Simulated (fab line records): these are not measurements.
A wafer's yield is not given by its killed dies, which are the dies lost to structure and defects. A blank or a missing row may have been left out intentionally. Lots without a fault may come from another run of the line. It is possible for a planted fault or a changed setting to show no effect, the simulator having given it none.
fab line records -- flow n5_finfet
[record] lots = 7, wafers = 21
route steps=1938 shown BEOL_M8@1377 BEOL_M10@1488 BEOL_M11@1579 BEOL_M13@1694 BEOL_M15@1809 PAD_METAL@1896
start_h: hours from the record's opening day to when the first of the lot's shown wafers began -- wait_h: hours elapsed since this lot's preceding step -- " the same as in the row above -- L1.1+2: a single row standing in for several wafers -- - no value, or no start was given -- * or withheld: withheld -- < > ~ a bound
route shown NAME@n: a module of which the file shows steps, and the number in the route of the first -- usual: mean/standard deviation taken from wafers without a fault -- same: alike in all rows -- chamber/n: place in a boat -- sites: each site's reading -- _std_site: the values' standard deviation -- _edge_site: the outer-site mean with the inner-site mean subtracted -- radius_mm: for every site, how far away it sits from the centre of the wafer -- mask NAME#n: copy n -- behind: the most recent tool/chamber to have shaped the wafer -- hold: why the lot was held/for how many hours/how that ended -- device: names the non-switching transistor (n, p or np) -- end of line: the route-end tests of the same wafers -- step lacking rows: just its recipe -- killed: not the wafer's yield, but the dies lost to structure and defects at the first sort -- map: a wafer's dies, marking killed ones x, the rest . and places with no die _
set.NAME: the setting that was run; set.NAME@STEP: the one run at that earlier step -- model.NAME: the simulator's own value behind a step, which no gauge read
lots run with intentionally changed settings; tables by step, rows by wafer
[[steps]]
[step N5_BEOL_M8_TRENCH_ETCH_37]
[recipe] chemistry = C4F6/O2, target_depth_a = 934.78, target = SiCOH_lowk, time_s = 31.2, ion_energy_ev = 250, pressure_mtorr = 30, source_w = 345, bias_w = 185, Ar_flow_sccm = 300, C4F6_flow_sccm = 10, O2_flow_sccm = 10
lot.wafer,tool,chamber,start_h,wait_h,set.source_w,model.BEOL_M8.feature_depth_nm,model.etch.depth_nm
L074.4,rie_diel-02,0,-,-,305.1,89.2,89.12
L074.5,rie_diel-02,3,-,-,345,94.6,94.56
L074.6,rie_diel-02,0,-,-,345,93.2,93.13
L075.2,rie_diel-01,2,-,-,297.7,90.2,90.24
L075.3,rie_diel-01,0,-,-,345,93.6,93.51
L075.4,rie_diel-01,3,-,-,345,95.8,95.72
L084.3,rie_diel-05,1,-,-,345,93,92.94
L084.5,rie_diel-05,2,-,-,345,93.4,93.48
L084.6,rie_diel-05,3,-,-,345,94.6,94.56
L088.1,rie_diel-02,1,-,-,345,90.8,90.88
L088.3,rie_diel-02,3,-,-,400.2,99.8,99.78
L088.5,rie_diel-02,0,-,-,400.2,98,98.09
L091.1,rie_diel-05,2,-,-,345,92.6,92.59
L091.2,rie_diel-05,1,-,-,345,92.4,92.41
L091.5,rie_diel-05,3,-,-,345,93.4,93.33
L093.1,rie_diel-05,1,-,-,297.8,88.2,88.17
L093.2,rie_diel-05,3,-,-,345,95.4,95.34
L093.5,rie_diel-05,3,-,-,345,95.2,95.17
L097.4,rie_diel-02,3,-,-,345,94.8,94.8
L097.5,rie_diel-02,1,-,-,298.1,85.4,85.43
L097.6,rie_diel-02,2,-,-,298.1,87.8,87.8
[step N5_BEOL_M8_ETCH_41]
[recipe] chemistry = CH3F/O2, target = SiCN, target_depth_a = 319, taper_deg = 2, time_s = 57.8, ion_energy_ev = 120, mask_material = TiN, pressure_mtorr = 30, source_w = 395, bias_w = 75, Ar_flow_sccm = 150, CH3F_flow_sccm = 30, O2_flow_sccm = 20
[step N5_BEOL_M8_STRIP_80]
[recipe] chemistry = N2/H2, time_s = 10, power_w = 450, temp_c = 40, pressure_mtorr = 20, rf_frequency_hz = 6e+07, bias_power_w = 7, n2_flow_sccm = 200, h2_flow_sccm = 200
[step N5_BEOL_M8_OCD_MEAS_38]
[usual] trench_depth_nm = 93.4/1.6
lot.wafer,tool,chamber,start_h,wait_h,set.source_w@BEOL_M8_TRENCH_ETCH_37,trench_depth_nm
L074.4,ocd-02,-,201.93,-,305.1,89.3
L074.5,ocd-02,-,201.93,-,345,94.3
L074.6,ocd-02,-,201.93,-,345,93.2
L075.2,ocd-01,-,212.69,-,297.7,90.1
L075.3,ocd-01,-,212.69,-,345,93.0
L075.4,ocd-01,-,212.69,-,345,95.3
L084.3,ocd-02,-,257.90,-,345,93.0
L084.5,ocd-02,-,257.90,-,345,93.5
L084.6,ocd-02,-,257.90,-,345,94.5
L088.1,ocd-02,-,282.44,-,345,90.6
L088.3,ocd-02,-,282.44,-,400.2,100.0
L088.5,ocd-02,-,282.44,-,400.2,98.1
L091.1,ocd-02,-,301.86,-,345,93.2
L091.2,ocd-02,-,301.86,-,345,92.1
L091.5,ocd-02,-,301.86,-,345,93.3
L093.1,ocd-01,-,326.04,-,297.8,87.8
L093.2,ocd-01,-,326.04,-,345,95.8
L093.5,ocd-01,-,326.04,-,345,95.0
L097.4,ocd-02,-,342.74,-,345,94.9
L097.5,ocd-02,-,342.74,-,298.1,85.6
L097.6,ocd-02,-,342.74,-,298.1,87.4
[step N5_BEOL_M8_HM_STRIP_39]
[recipe] chemistry = peroxide_tin_strip, material = TiN, target_depth_a = 250, temp_c = 50, time_s = 158
[step N5_BEOL_M8_SRD_40]
[recipe] time_s = 30, temp_c = 23, rinse_liquid = diw, dry = ipa_marangoni
[step N5_BEOL_M8_ECD_50]
[recipe] material = Cu, target_thk_a = 3000
[step N5_BEOL_M8_ANNEAL_51]
[recipe] temp_c = 225, time_s = 90, ambient = N2
[step N5_BEOL_M8_CMP_52]
[recipe] stop_on = SiCOH_lowk, t_overpolish_s = 6.9, down_force_psi = 1, platen_rpm = 50, clearing_platen_down_force_psi = 1.5, clearing_platen_rpm = 50, post_cmp_clean = cu_alkaline, target_thk_nm = 80, clearing_platen_pad_velocity_m_s = 0.99484, pad_velocity_m_s = 0.99484
lot.wafer,tool,chamber,start_h,wait_h,set.source_w@BEOL_M8_TRENCH_ETCH_37,model.Cu_of_BEOL_M8_ECD_50.thk_nm
L074.4,cmp-04,2,204.79,0.1,305.1,77.6
L074.5,cmp-04,2,204.79,0.1,345,83
L074.6,cmp-04,3,204.79,0.1,345,81
L075.4,cmp-03,2,215.19,0.1,345,82
L075.3,cmp-03,3,215.19,0.1,345,79.2
L075.2,cmp-03,1,215.19,0.1,297.7,76.2
L084.3,cmp-01,3,260.84,0.2,345,79
L084.5,cmp-01,2,260.84,0.2,345,79.2
L084.6,cmp-01,3,260.84,0.2,345,80
L088.1,cmp-01,2,284.54,0.3,345,77.2
L088.3,cmp-01,1,284.54,0.3,400.2,86.2
L088.5,cmp-01,2,284.54,0.3,400.2,83.6
L091.2,cmp-01,2,305.08,0.2,345,77.8
L091.1,cmp-01,3,305.08,0.2,345,78
L091.5,cmp-01,2,305.08,0.2,345,78.6
L093.1,cmp-01,3,329.09,0.3,297.8,74
L093.2,cmp-01,2,329.09,0.3,345,81
L093.5,cmp-01,0,329.09,0.3,345,84.2
L097.4,cmp-03,3,346.47,0.2,345,79.8
L097.5,cmp-03,0,346.47,0.2,298.1,69.8
L097.6,cmp-03,1,346.47,0.2,298.1,72.2
[step N5_BEOL_M8_THK_MEAS_53]
[recipe] thk_meas_gauge = xrf, reads = Cu_of_BEOL_M8_ECD_50
[usual] M8_THK = 79.2/2.3
lot.wafer,tool,chamber,start_h,wait_h,set.source_w@BEOL_M8_TRENCH_ETCH_37,M8_THK[nm]
L074.4,film_metro-02,-,205.09,-,305.1,77.7
L074.5,film_metro-02,-,205.09,-,345,83.4
L074.6,film_metro-02,-,205.09,-,345,81.4
L075.2,film_metro-02,-,215.49,-,297.7,76.6
L075.3,film_metro-02,-,215.49,-,345,79.3
L075.4,film_metro-02,-,215.49,-,345,82.2
L084.3,film_metro-02,-,261.10,-,345,78.4
L084.5,film_metro-02,-,261.10,-,345,78.5
L084.6,film_metro-02,-,261.10,-,345,79.7
L088.1,film_metro-01,-,284.84,-,345,76.5
L088.3,film_metro-01,-,284.84,-,400.2,85.4
L088.5,film_metro-01,-,284.84,-,400.2,82.8
L091.1,film_metro-01,-,305.40,0.2,345,78.6
L091.2,film_metro-01,-,305.40,0.2,345,78.2
L091.5,film_metro-01,-,305.40,0.2,345,79.0
L093.1,film_metro-01,-,329.38,-,297.8,73.2
L093.2,film_metro-01,-,329.38,-,345,80.3
L093.5,film_metro-01,-,329.38,-,345,83.4
L097.4,film_metro-01,-,346.65,-,345,79.1
L097.5,film_metro-01,-,346.65,-,298.1,69.2
L097.6,film_metro-01,-,346.65,-,298.1,71.4
[step N5_BEOL_M8_PRE_CLEAN_55]
[recipe] gas = NH3, time_s = 15, temp_c = withheld, rf_power_w = 300
[step N5_BEOL_M8_DEP_56]
[recipe] material = SiCN, target_thk_a = 100, temp_c = withheld, precursor = 3MS/NH3, pressure_torr = 3, rf_w = 202, time_s = 17.5
[step N5_BEOL_M8_RS_MEAS_57]
[recipe] thk_meas_gauge = four-point-probe, reads = Cu_of_BEOL_M8_ECD_50+Co_of_BEOL_M8_CVD_78+TaN_of_BEOL_M8_ALD_77
[usual] M8_RS = 0.287/0.009
lot.wafer,tool,chamber,start_h,wait_h,set.source_w@BEOL_M8_TRENCH_ETCH_37,M8_RS[ohm/sq]
L074.4,film_metro-02,-,205.22,0.0,305.1,0.296
L074.5,film_metro-02,-,205.22,0.0,345,0.273
L074.6,film_metro-02,-,205.22,0.0,345,0.282
L075.2,film_metro-02,-,215.62,0.1,297.7,0.302
L075.3,film_metro-02,-,215.62,0.1,345,0.290
L075.4,film_metro-02,-,215.62,0.1,345,0.277
L084.3,film_metro-01,-,261.23,0.1,345,0.290
L084.5,film_metro-01,-,261.23,0.1,345,0.290
L084.6,film_metro-01,-,261.23,0.1,345,0.286
L088.1,film_metro-02,-,285.00,0.1,345,0.298
L088.3,film_metro-02,-,285.00,0.1,400.2,0.261
L088.5,film_metro-02,-,285.00,0.1,400.2,0.271
L091.1,film_metro-01,-,305.53,0.1,345,0.294
L091.2,film_metro-01,-,305.53,0.1,345,0.295
L091.5,film_metro-01,-,305.53,0.1,345,0.292
L093.1,film_metro-01,-,329.51,0.1,297.8,0.314
L093.2,film_metro-01,-,329.51,0.1,345,0.281
L093.5,film_metro-01,-,329.51,0.1,345,0.269
L097.4,film_metro-01,-,346.78,0.0,345,0.287
L097.5,film_metro-01,-,346.78,0.0,298.1,0.335
L097.6,film_metro-01,-,346.78,0.0,298.1,0.323
[step N5_BEOL_M10_ETCH_62]
[recipe] chemistry = N2/H2, target = SOC, target_depth_a = 1100, overetch_a = 220, mask_material = SiARC, temp_c = 40, time_s = 165, ion_energy_ev = 200, pressure_mtorr = 30, source_w = 840, bias_w = 150, n2_flow_sccm = 200, h2_flow_sccm = 200
lot.wafer,tool,chamber,start_h,wait_h,set.time_s,model.SiARC_of_BEOL_M10_COAT_60.thk_nm
L074.4,rie_diel-05,2,218.40,0.0,165,23.8
L074.5,rie_diel-05,1,218.40,0.0,165,23.6
L074.6,rie_diel-05,0,218.40,0.0,185.3,22.8
L075.2+3,rie_diel-02,"0,2",226.93,0.0,165,23.8
L075.4,rie_diel-02,1,226.93,0.0,165,24
L084.3,rie_diel-01,0,270.55,0.0,165,23.8
L084.5+6,rie_diel-01,"3,0",270.55,0.0,165,23.6
L088.1,rie_diel-05,2,299.89,0.0,194.2,22.4
L088.3,rie_diel-05,3,299.89,0.0,165,23.4
L088.5,rie_diel-05,0,299.89,0.0,194.2,22
L091.1,rie_diel-05,3,314.01,0.0,165,23.8
L091.2,rie_diel-05,0,314.01,0.0,165,23.4
L091.5,rie_diel-05,1,314.01,0.0,165,23.6
L093.1+5,rie_diel-05,2,340.45,0.0,150.3,24
L093.2,rie_diel-05,1,340.45,0.0,165,23.6
L097.4,rie_diel-05,2,356.79,0.0,165,23.4
L097.5,rie_diel-05,0,356.79,0.0,142.6,24.2
L097.6,rie_diel-05,3,356.79,0.0,165,23.6
[step N5_BEOL_M11_ETCH_41]
[recipe] chemistry = CH3F/O2, target = SiCN, target_depth_a = 426, taper_deg = 2, time_s = 86, ion_energy_ev = 120, mask_material = TiN, pressure_mtorr = 30, source_w = 395, bias_w = 75, Ar_flow_sccm = 150, CH3F_flow_sccm = 30, O2_flow_sccm = 20
lot.wafer,tool,chamber,start_h,wait_h,set.time_s,model.etch.depth_nm
L074.4,rie_diel-06,1,-,-,86,32.99
L074.5,rie_diel-06,0,-,-,94.24,35.79
L074.6,rie_diel-06,1,-,-,94.24,36.04
L075.2,rie_diel-04,1,-,-,98.32,37.11
L075.3,rie_diel-04,0,-,-,86,31.11
L075.4,rie_diel-04,2,-,-,86,32.6
L084.3,rie_diel-03,3,-,-,86,32.45
L084.5,rie_diel-03,0,-,-,86,33.74
L084.6,rie_diel-03,3,-,-,86,32.58
L088.1,rie_diel-04,1,-,-,74.82,28.68
L088.3,rie_diel-04,3,-,-,86,32.23
L088.5,rie_diel-04,3,-,-,86,32.21
L091.1,rie_diel-06,3,-,-,86,33.13
L091.2,rie_diel-06,0,-,-,86,32.53
L091.5,rie_diel-06,1,-,-,86,33.39
L093.1,rie_diel-03,2,-,-,96.98,38.7
L093.2,rie_diel-03,0,-,-,86,33.96
L093.5,rie_diel-03,3,-,-,86,32.99
L097.4,rie_diel-04,3,-,-,92.58,34.53
L097.5,rie_diel-04,0,-,-,92.58,32.95
L097.6,rie_diel-04,3,-,-,86,32.34
[step N5_BEOL_M13_ETCH_68]
[recipe] chemistry = N2/H2, target = SOC, mask_material = SiARC, source_w = 3000, bias_w = 350, temp_c = 40, time_s = 355, ion_energy_ev = 200, pressure_mtorr = 30, n2_flow_sccm = 200, h2_flow_sccm = 200
lot.wafer,tool,chamber,start_h,wait_h,set.time_s,model.SiARC_of_BEOL_M13_COAT_66.thk_nm
L074.4+5,rie_diel-04,0,239.50,0.1,422.6,71.8
L074.6,rie_diel-04,1,239.50,0.1,355,77.6
L075.2,rie_diel-06,2,248.25,0.1,355,77.8
L075.3,rie_diel-06,1,248.25,0.1,409.6,72.4
L075.4,rie_diel-06,0,248.25,0.1,355,77.6
L084.3,rie_diel-03,3,294.17,0.1,355,77.4
L084.5,rie_diel-03,0,294.17,0.1,355,77.8
L084.6,rie_diel-03,3,294.17,0.1,355,77.2
L088.1,rie_diel-03,1,323.81,0.1,404.7,73
L088.3,rie_diel-03,3,323.81,0.1,404.7,71.8
L088.5,rie_diel-03,1,323.81,0.1,404.7,73.2
L091.1,rie_diel-04,0,334.79,0.1,355,78
L091.2,rie_diel-04,3,334.79,0.1,313.6,80.4
L091.5,rie_diel-04,3,334.79,0.1,313.6,80.2
L093.1,rie_diel-06,1,358.81,0.1,333,80
L093.2,rie_diel-06,3,358.81,0.1,355,77.2
L093.5,rie_diel-06,2,358.81,0.1,333,79.4
L097.4,rie_diel-06,0,387.67,0.1,355,78.6
L097.5+6,rie_diel-06,"2,3",387.67,0.1,355,77.8
[step N5_BEOL_M15_TRENCH_ETCH_34]
[recipe] chemistry = C4F8/O2/Ar, target = SiO2, target_depth_a = 8729.3, he_inner_torr = 15, he_outer_torr = 30, time_s = 199, ion_energy_ev = 800, pressure_mtorr = 20, source_w = 1905, bias_w = 2040, Ar_flow_sccm = 400, C4F8_flow_sccm = 16, O2_flow_sccm = 12
lot.wafer,tool,chamber,start_h,wait_h,set.time_s,model.etch.depth_nm,model.coat_of_BEOL_M15_COAT_22.thk_nm
L074.4,rie_diel-03,0,254.38,0.1,199,899.8,541.8
L074.5,rie_diel-03,1,254.38,0.1,199,864.3,546.8
L074.6,rie_diel-03,2,254.38,0.1,199,907.7,539
L075.2,rie_diel-04,1,257.72,0.0,230.9,991.9,524.8
L075.3,rie_diel-04,3,257.72,0.0,230.9,1020,514.2
L075.4,rie_diel-04,0,257.72,0.0,230.9,974.7,527.8
L084.3,rie_diel-03,2,304.30,0.0,199,894.8,537.4
L084.5,rie_diel-03,2,304.30,0.0,199,894,535.4
L084.6,rie_diel-03,1,304.30,0.0,199,851.4,546.8
L088.1,rie_diel-03,3,334.31,0.0,199,875.2,540.6
L088.3,rie_diel-03,0,334.31,0.0,182.2,824.9,549.6
L088.5,rie_diel-03,2,334.31,0.0,182.2,826.9,552.2
L091.1,rie_diel-04,1,344.99,0.0,181.1,783,566.2
L091.2,rie_diel-04,3,344.99,0.0,181.1,787.1,562.2
L091.5,rie_diel-04,3,344.99,0.0,199,873,543.4
L093.1,rie_diel-06,3,367.38,0.0,199,872.1,549.4
L093.2,rie_diel-06,0,367.38,0.0,199,859,546.2
L093.5,rie_diel-06,1,367.38,0.0,161.7,701.8,576.8
L097.4,rie_diel-06,0,401.61,0.0,199,876.1,542.6
L097.5,rie_diel-06,1,401.61,0.0,199,881,544
L097.6,rie_diel-06,2,401.61,0.0,199,878.5,544.8
[step N5_BEOL_M15_SPUTTER_44]
[recipe] material = Ta, target_thk_a = 150, temp_c = 50, bias_v = 80, power_w = 15000, chamber_pressure_pa = 0.07, time_s = 24.19
lot.wafer,tool,chamber,start_h,wait_h,set.power_w,model.Ta_of_BEOL_M15_SPUTTER_44.thk_nm
L074.4,pvd_sputter-03,-,255.64,0.0,15000,15.4
L074.5,pvd_sputter-03,-,255.64,0.0,13600,14.2
L074.6,pvd_sputter-03,-,255.64,0.0,13600,13.8
L075.2,pvd_sputter-03,-,259.20,0.0,15000,15
L075.3,pvd_sputter-03,-,259.20,0.0,12430,12.6
L075.4,pvd_sputter-03,-,259.20,0.0,15000,15.6
L084.3+6,pvd_sputter-03,-,307.06,0.0,15000,15.2
L084.5,pvd_sputter-03,-,307.06,0.0,15000,15
L088.1,pvd_sputter-01,-,336.79,0.0,15000,15.2
L088.3,pvd_sputter-01,-,336.79,0.0,15000,15
L088.5,pvd_sputter-01,-,336.79,0.0,15000,15.4
L091.1,pvd_sputter-03,-,347.17,0.0,15000,15
L091.2,pvd_sputter-03,-,347.17,0.0,15000,15.6
L091.5,pvd_sputter-03,-,347.17,0.0,15000,15.2
L093.1,pvd_sputter-02,-,369.85,0.0,16950,17
L093.2,pvd_sputter-02,-,369.85,0.0,15000,15.2
L093.5,pvd_sputter-02,-,369.85,0.0,15000,15
L097.4+5,pvd_sputter-01,-,402.72,0.0,15000,15
L097.6,pvd_sputter-01,-,402.72,0.0,13760,14
[step N5_BEOL_M15_SPUTTER_45]
[recipe] material = Cu, target_thk_a = 1000, temp_c = -20, bias_v = 60, power_w = 26000, chamber_pressure_pa = 0.13, time_s = 16.67
[step N5_BEOL_M15_ECD_47]
[recipe] material = Cu, target_thk_a = 18600
[step N5_BEOL_M15_ANNEAL_48]
[recipe] temp_c = 225, time_s = 90, ambient = N2
[step N5_BEOL_M15_CMP_49]
[recipe] stop_on = SiO2, t_overpolish_s = 4.9, down_force_psi = 2, platen_rpm = 80, clearing_platen_down_force_psi = 2, clearing_platen_rpm = 80, post_cmp_clean = cu_alkaline, target_thk_nm = 850, clearing_platen_pad_velocity_m_s = 1.5917, pad_velocity_m_s = 1.5917
lot.wafer,tool,chamber,start_h,wait_h,set.time_s@BEOL_M15_TRENCH_ETCH_34,model.Cu_of_BEOL_M15_ECD_47.thk_nm
L074.4,cmp-01,3,256.45,0.2,199,876.6
L074.5,cmp-01,1,256.45,0.2,199,843.2
L074.6,cmp-01,2,256.45,0.2,199,886.4
L075.4,cmp-03,2,259.97,0.2,230.9,952.4
L075.2,cmp-03,3,259.97,0.2,230.9,969.2
L075.3,cmp-03,0,259.97,0.2,230.9,998.6
L084.3,cmp-01,3,308.12,0.3,199,871
L084.6,cmp-01,0,308.12,0.3,199,831.8
L084.5,cmp-01,1,308.12,0.3,199,871.4
L088.1,cmp-02,1,337.56,0.3,199,854.4
L088.3,cmp-02,3,337.56,0.3,182.2,802.2
L088.5,cmp-02,2,337.56,0.3,182.2,803.6
L091.1,cmp-02,3,348.22,0.3,181.1,760.6
L091.2,cmp-02,2,348.22,0.3,181.1,764.8
L091.5,cmp-02,0,348.22,0.3,199,848.4
L093.2,cmp-01,3,371.23,0.2,199,835
L093.1,cmp-01,1,371.23,0.2,199,848
L093.5,cmp-01,3,371.23,0.2,161.7,678.8
L097.4,cmp-01,0,403.45,0.1,199,855.4
L097.5,cmp-01,0,403.45,0.1,199,860.8
L097.6,cmp-01,1,403.45,0.1,199,857.6
[step N5_BEOL_M15_THK_MEAS_50]
[recipe] thk_meas_gauge = xrf, reads = Cu_of_BEOL_M15_ECD_47
[usual] M15_THK = 838/19
lot.wafer,tool,chamber,start_h,wait_h,set.time_s@BEOL_M15_TRENCH_ETCH_34,M15_THK[nm]
L074.4,film_metro-02,-,256.67,-,199,864
L074.5,film_metro-02,-,256.67,-,199,833
L074.6,film_metro-02,-,256.67,-,199,870
L075.2,film_metro-02,-,260.23,-,230.9,951
L075.3,film_metro-02,-,260.23,-,230.9,981
L075.4,film_metro-02,-,260.23,-,230.9,933
L084.3,film_metro-01,-,308.31,-,199,855
L084.5,film_metro-01,-,308.31,-,199,857
L084.6,film_metro-01,-,308.31,-,199,819
L088.1,film_metro-01,-,337.85,-,199,844
L088.3,film_metro-01,-,337.85,-,182.2,790
L088.5,film_metro-01,-,337.85,-,182.2,797
L091.1,film_metro-01,-,348.52,-,181.1,757
L091.2,film_metro-01,-,348.52,-,181.1,760
L091.5,film_metro-01,-,348.52,-,199,844
L093.1,film_metro-01,-,371.49,-,199,835
L093.2,film_metro-01,-,371.49,-,199,822
L093.5,film_metro-01,-,371.49,-,161.7,665
L097.4,film_metro-01,-,403.75,-,199,843
L097.5,film_metro-01,-,403.75,-,199,853
L097.6,film_metro-01,-,403.75,-,199,848
[step N5_BEOL_M15_PRE_CLEAN_52]
[recipe] gas = NH3, time_s = 15, temp_c = withheld, rf_power_w = 300
[step N5_BEOL_M15_DEP_53]
[recipe] material = SiCN, target_thk_a = 500, temp_c = withheld, precursor = 3MS/NH3, pressure_torr = 3, rf_w = 675, time_s = 17.8
[step N5_BEOL_M15_RS_MEAS_54]
[recipe] thk_meas_gauge = four-point-probe, reads = Cu_of_BEOL_M15_ECD_47+Ta_of_BEOL_M15_SPUTTER_44+TaN_of_BEOL_M15_SPUTTER_43
[usual] M15_RS = 0.0215/0.00047
lot.wafer,tool,chamber,start_h,wait_h,set.time_s@BEOL_M15_TRENCH_ETCH_34,M15_RS[ohm/sq]
L074.4,film_metro-01,-,256.80,0.0,199,0.0209
L074.5,film_metro-01,-,256.80,0.0,199,0.0217
L074.6,film_metro-01,-,256.80,0.0,199,0.0206
L075.2,film_metro-01,-,260.36,0.1,230.9,0.0188
L075.3,film_metro-01,-,260.36,0.1,230.9,0.0183
L075.4,film_metro-01,-,260.36,0.1,230.9,0.0192
L084.3,film_metro-01,-,308.44,0.1,199,0.0210
L084.5,film_metro-01,-,308.44,0.1,199,0.0210
L084.6,film_metro-01,-,308.44,0.1,199,0.0220
L088.1,film_metro-01,-,337.98,0.1,199,0.0214
L088.3,film_metro-01,-,337.98,0.1,182.2,0.0228
L088.5,film_metro-01,-,337.98,0.1,182.2,0.0227
L091.1,film_metro-01,-,348.65,0.0,181.1,0.0241
L091.2,film_metro-01,-,348.65,0.0,181.1,0.0240
L091.5,film_metro-01,-,348.65,0.0,199,0.0216
L093.1,film_metro-01,-,371.62,0.0,199,0.0216
L093.2,film_metro-01,-,371.62,0.0,199,0.0219
L093.5,film_metro-01,-,371.62,0.0,161.7,0.0271
L097.4,film_metro-01,-,403.88,0.0,199,0.0214
L097.5,film_metro-01,-,403.88,0.0,199,0.0213
L097.6,film_metro-01,-,403.88,0.0,199,0.0213
[step N5_PASSIVATION_AL_DEP_21]
[recipe] material = Al, target_thk_a = 28000, temp_c = 400, time_s = 170, power_w = 30000, chamber_pressure_pa = 0.4, gas = Ar
lot.wafer,tool,chamber,start_h,wait_h,set.time_s,model.Al_of_PASSIVATION_AL_DEP_21.thk_nm
L074.4,pvd_sputter-03,-,263.12,0.1,158.7,2593
L074.5,pvd_sputter-03,-,263.12,0.1,170,2843
L074.6,pvd_sputter-03,-,263.12,0.1,158.7,2622
L075.2,pvd_sputter-03,-,269.02,0.1,170,2785
L075.3,pvd_sputter-03,-,269.02,0.1,185.2,3017
L075.4,pvd_sputter-03,-,269.02,0.1,185.2,3086
L084.3,pvd_sputter-02,-,317.66,0.1,170,2790
L084.5,pvd_sputter-02,-,317.66,0.1,170,2787
L084.6,pvd_sputter-02,-,317.66,0.1,170,2799
L088.1,pvd_sputter-03,-,345.69,0.1,170,2789
L088.3,pvd_sputter-03,-,345.69,0.1,170,2821
L088.5,pvd_sputter-03,-,345.69,0.1,193,3175
L091.1,pvd_sputter-01,-,356.81,0.1,170,2778
L091.2,pvd_sputter-01,-,356.81,0.1,188.4,3056
L091.5,pvd_sputter-01,-,356.81,0.1,170,2768
L093.1,pvd_sputter-02,-,381.30,0.1,170,2838
L093.2,pvd_sputter-02,-,381.30,0.1,170,2793
L093.5,pvd_sputter-02,-,381.30,0.1,154.8,2535
L097.4,pvd_sputter-03,-,412.73,0.1,170,2851
L097.5,pvd_sputter-03,-,412.73,0.1,170,2840
L097.6,pvd_sputter-03,-,412.73,0.1,170,2780
[[key]]
[split] step = N5_BEOL_M8_TRENCH_ETCH_37, setting = source_w, stated = 345, by = wafer
[response] step = N5_BEOL_M8_TRENCH_ETCH_37, reading = model.BEOL_M8.feature_depth_nm, change = +0.478, per = 1%, r = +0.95
[response] step = N5_BEOL_M8_TRENCH_ETCH_37, reading = model.etch.depth_nm, change = +0.476, per = 1%, r = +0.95
[response] step = N5_BEOL_M8_OCD_MEAS_38, reading = trench_depth_nm, change = +0.484, per = 1%, r = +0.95
[response] step = N5_BEOL_M8_CMP_52, reading = model.Cu_of_BEOL_M8_ECD_50.thk_nm, change = +0.497, per = 1%, r = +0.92
[response] step = N5_BEOL_M8_THK_MEAS_53, reading = M8_THK, change = +0.496, per = 1%, r = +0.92
[response] step = N5_BEOL_M8_RS_MEAS_57, reading = M8_RS, change = -0.00219, per = 1%, r = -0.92
[split] step = N5_BEOL_M10_ETCH_62, setting = time_s, stated = 165, by = wafer
[response] step = N5_BEOL_M10_ETCH_62, reading = model.SiARC_of_BEOL_M10_COAT_60.thk_nm, change = -0.0623, per = 1%, r = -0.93
[split] step = N5_BEOL_M11_ETCH_41, setting = time_s, stated = 86, by = wafer
[response] step = N5_BEOL_M11_ETCH_41, reading = model.etch.depth_nm, change = +0.33, per = 1%, r = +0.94
[split] step = N5_BEOL_M13_ETCH_68, setting = time_s, stated = 355, by = wafer
[response] step = N5_BEOL_M13_ETCH_68, reading = model.SiARC_of_BEOL_M13_COAT_66.thk_nm, change = -0.303, per = 1%, r = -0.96
[split] step = N5_BEOL_M15_TRENCH_ETCH_34, setting = time_s, stated = 199, by = wafer
[response] step = N5_BEOL_M15_TRENCH_ETCH_34, reading = model.etch.depth_nm, change = +8.49, per = 1%, r = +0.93
[response] step = N5_BEOL_M15_TRENCH_ETCH_34, reading = model.coat_of_BEOL_M15_COAT_22.thk_nm, change = -1.62, per = 1%, r = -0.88
[response] step = N5_BEOL_M15_CMP_49, reading = model.Cu_of_BEOL_M15_ECD_47.thk_nm, change = +8.45, per = 1%, r = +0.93
[response] step = N5_BEOL_M15_THK_MEAS_50, reading = M15_THK, change = +8.48, per = 1%, r = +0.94
[response] step = N5_BEOL_M15_RS_MEAS_54, reading = M15_RS, change = -0.000265, per = 1%, r = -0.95
[split] step = N5_BEOL_M15_SPUTTER_44, setting = power_w, stated = 15000, by = wafer
[response] step = N5_BEOL_M15_SPUTTER_44, reading = model.Ta_of_BEOL_M15_SPUTTER_44.thk_nm, change = +0.149, per = 1%, r = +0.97
[split] step = N5_PASSIVATION_AL_DEP_21, setting = time_s, stated = 170, by = wafer
[response] step = N5_PASSIVATION_AL_DEP_21, reading = model.Al_of_PASSIVATION_AL_DEP_21.thk_nm, change = +28.8, per = 1%, r = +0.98
